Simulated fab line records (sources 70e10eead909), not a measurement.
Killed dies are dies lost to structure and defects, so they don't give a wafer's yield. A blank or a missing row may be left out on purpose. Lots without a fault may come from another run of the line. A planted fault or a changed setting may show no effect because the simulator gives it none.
Chamber matching -- flow nandHarc -- 3 sister chambers for NHARC_A_CONTACT_DEP_24 on pecvd-03
The step deposits SiO2, target thk 500 nm. 6 wafers are shown with their chamber, then 7 later ones without.

== WAFERS, EACH WITH ITS CHAMBER ==
wafer,chamber,heaterPowerW (W),throttleValvePct (%)
L081.1,0,621,16.3
L081.2,2,435,15.2
L085.4,0,497,15.9
L085.5,2,339,15.1
L086.3,1,723,15.6
L086.4,1,735,15.3

== WAFERS WITHOUT THEIR CHAMBER ==
wafer,heaterPowerW (W),throttleValvePct (%)
L086.6,537,16.0
L090.3,752,15.5
L090.4,563,15.8
L090.5,384,15.4
L096.3,459,15.3
L096.5,757,15.3
L096.6,337,15.3

== EACH ONE'S CHAMBER ==
wafer,from the rows above,in truth
L086.6,0,0
L090.3,1,1
L090.4,can't be placed: 0 or 1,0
L090.5,2,2
L096.3,2,2
L096.5,1,1
L096.6,2,2
Correctly placed: 6 of 7. Unplaceable from these rows: 1, with the true chamber sitting among the candidates in 1. Number placed wrongly: 0.
How it was worked out, from the rows above alone: a wafer's distance from a chamber is the root of the sum, over the readings, of the square of ((its reading less the chamber's mean) divided by the reading's scatter). The wafer belongs to the nearest chamber; if the next one is less than 2 further off, it can't be placed. A chamber's mean is the mean of its shown wafers. The scatter is the square root of a quotient: the sum, over the shown wafers, of each reading's squared deviation from its chamber's mean, divided by wafers minus chambers.
